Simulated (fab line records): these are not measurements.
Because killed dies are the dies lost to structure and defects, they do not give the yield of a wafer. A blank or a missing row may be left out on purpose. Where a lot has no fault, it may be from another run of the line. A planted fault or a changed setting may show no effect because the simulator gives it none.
A lot that was struck, set against a sound lot :: flow n5_finfet :: 16 steps out of a route of 1938
Sound: the wafers L290.1, L290.4, L290.6. Struck: wafer L303.4. (L303.6 of the same lot was not struck and is left out.) The cause comes at the end.
Order at every step that has rows: each side's tool, ch and its chambers, its first start. Under that, the readings that differ: sound wafers :: struck wafers :: difference of the means :: sigmas: that difference in standard deviations of wafers without a fault.
alike: same words and numbers on both sides, and readings whose means sit less than 2 such deviations apart. not compared: any withheld reading, any reading some wafer has no value for, any bound like >300 that may hide the same value, and any number with overlapping values for which the record gives no deviation.
A row with sigmas, a row that says differs or no value, or rows on one side alone: a step with any of these is where the two part. Numbers that don't overlap but have no deviation are shown without sigmas and don't part them. A reading missing from all wafers of one side parts the sides only when that side holds two or more wafers.

N5_BEOL_M9_HM_DEP_02: deposits TiN, target thk 20 nm.
  sound on pvd_sputter-03, day 10 13:22; struck on pvd_sputter-01, day 13 15:04
  alike: substrate_temp_c, throttle_valve_pct
then, 8 steps without rows for these wafers: N5_BEOL_M9_COAT_59 (time 60 s, resist thk 100 nm); N5_BEOL_M9_COAT_60 (time 60 s, resist thk 30 nm); N5_BEOL_M9_COAT_05 (resist thk 90 nm); N5_BEOL_M9_EBR_07; N5_BEOL_M9_SOFTBAKE_06 (time 60 s); N5_BEOL_M9_EXPOSE_08 (exposes mask M9); N5_BEOL_M9_PEB_09 (peb time 60 s); N5_BEOL_M9_DEVELOP_10 (develop time 30 s).
N5_BEOL_M9_CD_MEAS_11: target cd 64.1 nm.
  sound on cd_sem-01 ch 0, day 10 13:44; struck on cd_sem-03 ch 0, day 13 15:26
  alike: cd_nm
N5_BEOL_M9_OVL_MEAS_12:
  sound on overlay-01 ch 0, day 10 13:46; struck on overlay-01 ch 0, day 13 15:28
  alike: M9_OVL
N5_BEOL_M9_INSPECT_13: inspects for defects (brightfield).
  sound on defect_inspect-02, day 10 13:47; struck on defect_inspect-02, day 13 15:29
  alike: raw_defect_count
N5_BEOL_M9_DESCUM_16: chemistry O2, time 7.9 s.
  sound on rie_diel-04 ch 0,1,2, day 10 13:50; struck on rie_diel-04 ch 0, day 13 16:22
reading: model.CAR-ArF_of_BEOL_M9_COAT_05.thk_nm (nm)
sound: 83.2 83.4 83.2
struck: 82.8
difference: -0.5
sigmas: 
  alike: drypump_motor_current_A, oes_product_au, rf_vpp_V, showerhead_plenum_p_Torr, throttle_valve_pct
  not compared: rf_hours_counter_h
N5_BEOL_M9_ETCH_61: etches SiARC in CF4, target depth 39 nm, time 65 s.
  sound on rie_diel-04 ch 0,1,2, day 10 13:52; struck on rie_diel-04 ch 0, day 13 16:24
reading: cf4_flow_sccm (sccm)
sound: 99.57 100.21 100.36
struck: 100.88
difference: +0.83
sigmas: +3

reading: model.CAR-ArF_of_BEOL_M9_COAT_05.thk_nm (nm)
sound: 55.4 55.4 55.4
struck: 54.8
difference: -0.6
sigmas: 
  alike: drypump_motor_current_A, etch_rf_on_time_s, oes_product_au, rf_vpp_V, showerhead_plenum_p_Torr, throttle_valve_pct
  not compared: rf_hours_counter_h
N5_BEOL_M9_ETCH_62: etches SOC in N2/H2, target depth 110 nm, overetch 22 nm, time 165 s.
  sound on rie_diel-04 ch 0,1,2, day 10 13:55; struck on rie_diel-04 ch 0, day 13 16:27
  alike: drypump_motor_current_A, oes_product_au, rf_vpp_V, showerhead_plenum_p_Torr, throttle_valve_pct
  not compared: rf_hours_counter_h
N5_PASSIVATION_PROBE_49:
  the record has rows for the sound wafers here (prober-02, day 13 02:13) and none for the struck ones

== WHERE THEY PART ==
Last at N5_PASSIVATION_PROBE_49 as far as this record goes, first at N5_BEOL_M9_ETCH_61.

WHY: what had been put in by the simulator
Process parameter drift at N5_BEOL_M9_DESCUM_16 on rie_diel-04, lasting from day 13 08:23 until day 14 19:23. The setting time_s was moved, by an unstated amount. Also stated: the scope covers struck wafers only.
